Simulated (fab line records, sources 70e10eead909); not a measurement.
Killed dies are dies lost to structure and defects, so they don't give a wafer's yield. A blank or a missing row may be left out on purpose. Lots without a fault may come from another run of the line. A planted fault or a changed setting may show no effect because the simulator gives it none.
fab line records | flow nand_harc | part 2 of 2: steps 5 to 6 of 6
record lots=24 wafers=72 last_day=26
route steps=1159 shown A_STAIRCASE@653
lots that met no fault: from a run of the same line without faults
start_h: hours from the record's first day to the start of the lot's first wafer shown | wait_h: hours since the lot's step before | " the same as in the row above | L1.1+2: a row that stands for several wafers | - no value, or no start given | * or withheld: withheld | < > ~ a bound
route shown NAME@n: a module of which the file shows steps, and the number in the route of the first | usual: mean/standard deviation of fault-free wafers | same: alike in all rows | chamber/n: place in a boat | sites: the reading at each site | _std_site: their standard deviation | _edge_site: outer sites' mean less inner sites' | radius_mm: how far each site lies from the wafer's centre | mask NAME#n: copy n | behind: the tool/chamber that last shaped the wafer | hold: why the lot was held/for how many hours/how that ended | device: the transistor (n, p or np) that didn't switch | end of line: the same wafers' tests at the end of the route | a step without rows: its recipe alone | killed: dies lost to structure and defects at the first sort, not the wafer's yield | map: a wafer's dies, x killed, . not, _ none there
set.NAME: the setting as run; set.NAME@STEP: as run at that earlier step | model.NAME: the simulator's own value behind a step, which no gauge read
steps of the route over a sample of lots; a table a step, a row a wafer
services: from which hour (start_h, from the record's first day; less than 0 if before it) a tool's chamber was out of use, for how many hours, and why
## steps
# step NHARC_A_STAIRCASE_STRIP_476
# recipe time_s=20 o2_flow_sccm=500 ar_flow_sccm=0 bias_w=0 chemistry=O2
# usual drypump_motor_current_A=5.7/0.55 oes_product_au=0.997/0.0075 rf_vpp_V=57.8/0.94 showerhead_plenum_p_Torr=3.51/0.17 throttle_valve_pct=17.036/0.0098
# columns lot.wafer tool chamber start_h wait_h drypump_motor_current_A oes_product_au rf_hours_counter_h rf_vpp_V showerhead_plenum_p_Torr throttle_valve_pct
L074.3 rie_diel-12 1 265.83 0.1 6.0 1.010 17 57.9 3.70 17.036
L074.5 " 3 " " 6.1 0.998 - 58.6 3.68 17.043
L074.4 " 1 " " 6.0 0.993 - 57.5 3.70 17.031
L076.1 rie_diel-12 3 277.49 0.1 6.1 0.996 25 59.3 3.67 17.033
L076.2 " 0 " " 6.4 0.993 23 56.9 3.41 17.033
L076.5 " 3 " " 6.1 0.997 - 58.1 3.67 17.044
L075.3 rie_diel-08 1 279.39 0.2 5.4 0.999 56 57.1 3.63 17.041
L075.1 " 0 " " 5.7 1.004 52 57.4 3.27 17.034
L075.6 " 2 " " 4.9 0.994 - 58.5 3.71 17.026
L078.2 rie_diel-11 0 290.56 0.1 5.9 0.997 32 59.1 3.32 17.031
L078.5 " 2 " " 6.0 1.011 - 57.4 3.49 17.034
L078.6 " 3 " " 4.9 0.999 - 59.0 3.36 17.027
L077.1 rie_diel-11 2 300.39 0.1 6.0 0.993 36 58.1 3.49 17.027
L077.3 " 3 " " 4.9 0.992 38 57.3 3.36 17.040
L077.5 " 1 " " 6.4 0.997 - 56.9 3.45 17.037
L079.2 rie_diel-12 1 306.70 0.1 6.0 0.990 33 58.4 3.69 17.032
L079.1 " 2 " " 5.1 0.986 25 55.8 3.30 17.043
L079.6 " 0 " " 6.4 0.984 - 58.6 3.40 17.036
L080.4 rie_diel-08 0 324.44 0.1 5.7 1.009 4 59.2 3.81 17.035
L080.1 " 1 " " 5.4 1.009 0 59.0 3.62 17.039
L080.5 " 0 " " 5.7 1.007 - 58.3 3.81 17.041
L081.3 rie_diel-12 2 326.04 0.1 5.2 0.989 30 57.1 3.30 17.023
L081.2 " 3 " " 6.1 1.000 41 59.0 3.66 17.021
L081.4 " 0 " " 6.4 0.990 - 57.8 3.40 17.026
L082.2 rie_diel-12 3 327.90 0.1 6.1 0.993 41 58.0 3.66 17.044
L082.3 " 0 " " 6.4 0.986 41 57.9 3.40 17.047
L082.6 " 0 " " 6.4 0.986 - 58.7 3.40 17.024
L083.2 rie_diel-12 3 329.68 0.1 6.1 0.996 41 58.2 3.66 17.037
L083.5 " 2 " " 5.2 0.997 - 57.4 3.30 17.028
L083.4 " 0 " " 6.4 1.006 - 57.8 3.40 17.032
L084.4 rie_diel-12 2 360.72 0.1 5.1 1.000 39 57.6 3.30 17.036
L084.2 " 1 " " 6.0 1.013 43 56.4 3.69 17.029
L084.6 " 2 " " 5.1 1.007 - 57.2 3.30 17.029
L085.3 rie_diel-11 0 364.78 0.1 5.9 0.983 54 57.9 3.30 17.027
L085.4 " 3 " " 4.8 0.986 56 56.6 3.35 17.038
L085.5 " 0 " " 5.9 0.989 - 59.2 3.30 17.048
L088.3 rie_diel-12 3 372.51 0.1 6.1 0.988 56 57.4 3.66 17.044
L088.1 " 0 " " 6.4 0.987 54 58.2 3.39 17.020
L088.6 " 2 " " 5.2 0.989 - 58.4 3.29 17.055
L091.3 rie_diel-12 3 376.07 0.1 6.1 0.993 57 59.4 3.65 17.017
L091.2 " 0 " " 6.4 0.992 56 57.1 3.39 17.032
L091.4 " 1 " " 6.0 0.998 50 58.3 3.68 17.060
L087.2 rie_diel-11 0 380.29 0.1 5.9 1.015 1 56.6 3.30 17.035
L087.3 " 1 " " 6.4 0.999 1 55.9 3.44 17.027
L087.5 " 3 " " 4.9 0.999 - 57.1 3.35 17.038
L089.3 rie_diel-08 1 381.68 0.1 5.4 1.001 19 58.0 3.61 17.039
L089.2 " 2 " " 4.9 1.007 23 56.8 3.69 17.029
L089.4 " 2 " " 4.8 1.008 - 57.9 3.69 17.037
L092.2 rie_diel-12 2 392.69 0.2 5.2 1.011 2 57.9 3.29 17.017
L092.4 " 0 " " 6.4 0.987 2 58.1 3.39 17.054
L092.5 " 1 " " 6.0 0.994 - 58.7 3.68 17.034
L086.2 rie_diel-08 3 396.43 0.5 5.1 0.997 23 57.7 3.39 17.028
L086.1 " 0 " " 5.7 0.999 32 58.0 3.79 17.044
L086.6 " 1 " " 5.4 0.990 - 58.3 3.61 17.021
L090.1 rie_diel-12 0 397.71 0.1 6.4 0.978 4 55.6 3.39 17.026
L090.2 " 1 " " 6.0 1.011 4 58.0 3.68 17.014
L090.5 " 3 " " 6.1 0.997 - 58.1 3.65 17.036
L094.2 rie_diel-12 1 402.73 0.1 6.0 1.000 8 58.4 3.68 17.038
L094.3 " 2 " " 5.2 1.013 7 56.0 3.29 17.032
L094.1 " 3 " " 6.1 1.005 7 58.6 3.65 17.024
L095.1 rie_diel-11 0 405.42 0.1 6.0 1.003 13 55.4 3.30 17.043
L095.4 " 2 " " 6.1 0.989 13 57.7 3.47 17.048
L095.5 " 1 " " 6.4 0.997 - 59.1 3.44 17.028
L093.3 rie_diel-08 3 407.23 0.1 5.1 1.011 29 57.5 3.39 17.026
L093.4 " 0 " " 5.8 0.996 37 57.6 3.79 17.043
L093.6 " 2 " " 4.8 0.998 - 59.6 3.68 17.053
L096.1 rie_diel-08 2 411.75 0.1 4.9 1.011 37 58.0 3.68 17.033
L096.2 " 3 " " 5.1 1.001 31 56.1 3.39 17.043
L096.4 " 0 " " 5.7 0.995 40 57.5 3.79 17.023
L097.2 rie_diel-08 3 421.26 0.2 5.1 1.006 34 57.7 3.38 17.031
L097.3 " 2 " " 4.9 1.000 40 57.9 3.68 17.043
L097.5 " 3 " " 5.1 1.000 - 58.2 3.38 17.042
# step NHARC_A_STAIRCASE_DEP_322
# recipe target_thk_a=38000 temp_c=400 target_thk_nm=3800 teos_flow_sccm=200 rf_w=500 material=SiO2
# usual heater_power_w=681/110
# columns lot.wafer tool chamber start_h wait_h heater_power_w
L074.3 pecvd-01 0 286.71 0.2 874
L074.4 " 2 " " 657
L074.5 " 0 " " 713
L075.3 pecvd-01 1 296.76 0.1 801
L075.1 " 2 " " 642
L075.6 " 2 " " 651
L076.1 pecvd-04 1 297.00 0.3 656
L076.2 " 2 " " 672
L076.5 " 2 " " 589
L078.2 pecvd-03 2 313.69 0.2 897
L078.5 " 2 " " 742
L078.6 " 0 " " 489
L077.3 pecvd-01 2 320.82 0.1 719
L077.1 " 1 " " 795
L077.5 " 2 " " 638
L079.2 pecvd-03 2 330.64 0.2 744
L079.1 " 0 " " 581
L079.6 " 2 " " 720
L081.3 pecvd-03 0 344.47 0.2 508
L081.2 " 1 " " 827
L081.4 " 2 " " 745
L080.1 pecvd-01 1 344.57 0.3 753
L080.4 " 2 " " 652
L080.5 " 1 " " 641
L082.3 pecvd-04 2 350.95 0.1 689
L082.2 " 0 " " 565
L082.6 " 2 " " 600
L083.2 pecvd-01 0 351.13 0.3 719
L083.4 " 1 " " 634
L083.5 " 0 " " 700
L084.2 pecvd-03 0 380.93 0.3 588
L084.6 " 1 " " 684
L084.4 " 0 " " 493
L085.3 pecvd-03 1 384.29 0.4 822
L085.5 " 0 " " 500
L085.4 " 1 " " 684
L088.3 pecvd-01 2 391.81 0.1 662
L088.1 " 0 " " 864
L088.6 " 0 " " 701
L091.2 pecvd-01 0 395.49 0.2 771
L091.3 " 1 " " 725
L091.4 " 2 " " 642
L089.2 pecvd-04 0 401.33 0.1 616
L089.3 " 0 " " 542
L089.4 " 2 " " 646
L087.2 pecvd-01 2 401.42 0.2 731
L087.3 " 0 " " 837
L087.5 " 1 " " 653
L092.2 pecvd-01 0 412.23 0.4 831
L092.4 " 0 " " 698
L092.5 " 0 " " 701
L086.1 pecvd-04 1 415.96 0.1 638
L086.2 " 0 " " 643
L086.6 " 1 " " 521
L090.2 pecvd-03 1 415.98 0.1 784
L090.1 " 2 " " 862
L090.5 " 0 " " 513
L094.1 pecvd-03 0 426.11 0.2 521
L094.2 " 1 " " 829
L094.3 " 2 " " 883
L093.3 pecvd-04 2 426.48 0.5 811
L093.6 " 0 " " 526
L093.4 " 1 " " 518
L095.1 pecvd-03 0 426.78 0.8 522
L095.4 " 2 " " 733
L095.5 " 1 " " 693
L096.1 pecvd-01 0 435.27 0.1 814
L096.2 " 2 " " 809
L096.4 " 0 " " 714
L097.2 pecvd-01 0 438.35 0.2 866
L097.3 " 1 " " 767
L097.5 " 1 " " 658
## services
# columns tool chamber start_h hours kind
rie_diel-12 0 237.18 - clean
rie_diel-12 1 237.18 - clean
rie_diel-12 2 237.18 - clean
rie_diel-12 3 237.18 - clean
pecvd-01 - 237.38 13.0 pm
rie_diel-08 3 254.88 4.5 repair
rie_diel-12 2 260.83 21.4 repair
rie_diel-12 0 261.68 - clean
rie_diel-12 1 261.68 - clean
rie_diel-12 3 261.68 - clean
pecvd-03 1 263.79 6.2 repair
rie_diel-11 2 274.75 2.8 repair
pecvd-03 - 292.29 13.0 pm
rie_diel-08 - 303.12 9.0 pm
pecvd-03 - 314.72 3.0 repair
rie_diel-11 3 355.72 3.5 repair
rie_diel-11 - 368.08 9.0 pm
rie_diel-08 3 368.91 2.4 repair
pecvd-04 - 376.26 13.0 pm
rie_diel-12 - 380.27 9.0 pm
pecvd-04 1 398.06 3.3 repair
rie_diel-12 3 413.28 24.8 repair
pecvd-04 2 413.70 3.5 repair
pecvd-01 - 418.55 13.0 pm
